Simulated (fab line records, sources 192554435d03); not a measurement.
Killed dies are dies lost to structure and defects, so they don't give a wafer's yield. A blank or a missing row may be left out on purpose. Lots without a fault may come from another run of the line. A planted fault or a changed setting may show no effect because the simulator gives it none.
Chamber matching | flow n5_finfet | N5_HKMG_FIN_ALD_71 on ald_metal-04: 4 sister chambers
The step deposits TiN, target thk 1 nm, pulse time 1 s, purge time 3 s. 22 wafers are shown with their chamber, then 11 later ones without.

WAFERS WITH THEIR CHAMBER
wafer  | chamber | heater_power_w (W) | precursor_pulse_height_rel
L074.1 | 0       | 950                | 1.006
L074.3 | 2       | 822                | 0.982
L074.5 | 1       | 785                | 1.000
L076.3 | 1       | 779                | 0.968
L076.4 | 0       | 969                | 0.969
L076.6 | 0       | 976                | 0.962
L079.1 | 1       | 785                | 1.019
L079.2 | 3       | 995                | 1.040
L079.3 | 0       | 980                | 1.008
L079.4 | 2       | 808                | 0.999
L079.5 | 2       | 823                | 1.028
L079.6 | 3       | 994                | 0.984
L082.2 | 0       | 978                | 0.994
L082.4 | 2       | 805                | 0.990
L082.5 | 2       | 822                | 1.033
L091.1 | 3       | 981                | 1.009
L091.2 | 1       | 792                | 0.982
L091.3 | 0       | 929                | 1.036
L091.4 | 2       | 820                | 1.008
L091.5 | 2       | 818                | 0.989
L091.6 | 3       | 1003               | 1.015
L092.2 | 2       | 813                | 0.961

SIGNATURES (means of the wafers above)
reading                    | chamber 0 | chamber 1 | chamber 2 | chamber 3 | scatter within a chamber
heater_power_w             | 963.67    | 785.25    | 816.38    | 993.25    | 12.3
precursor_pulse_height_rel | 0.99583   | 0.99225   | 0.99875   | 1.01200   | 0.0245
Rule: a wafer's distance from a chamber is the root of the sum, over the readings, of the square of ((its reading less the chamber's mean) divided by the reading's scatter). The wafer belongs to the nearest chamber; if the next one is less than 2 further off, it can't be placed. The scatter: the root of (the sum of the squares of (reading less its chamber's mean) over the shown wafers, divided by (wafers less chambers)).

WAFERS WITHOUT THEIR CHAMBER
wafer  | heater_power_w (W) | precursor_pulse_height_rel
L092.4 | 1007               | 1.016
L092.5 | 965                | 0.992
L093.1 | 785                | 1.013
L093.2 | 983                | 0.991
L093.3 | 811                | 0.993
L093.4 | 968                | 1.030
L093.5 | 970                | 1.005
L093.6 | 778                | 1.030
L096.1 | 778                | 1.004
L096.4 | 760                | 1.006
L096.6 | 983                | 1.013

WHICH CHAMBER EACH WENT THROUGH
wafer  | from the rows above     | in truth
L092.4 | 3                       | 3
L092.5 | 0                       | 0
L093.1 | can't be placed: 1 or 2 | 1
L093.2 | can't be placed: 3 or 0 | 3
L093.3 | can't be placed: 2 or 1 | 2
L093.4 | can't be placed: 0 or 3 | 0
L093.5 | can't be placed: 0 or 3 | 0
L093.6 | can't be placed: 1 or 2 | 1
L096.1 | 1                       | 1
L096.4 | 1                       | 1
L096.6 | can't be placed: 3 or 0 | 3
Placed correctly: 4 of 11. Can't be placed from these rows: 7 (the true chamber is among the candidates in 7). Placed wrongly: 0.
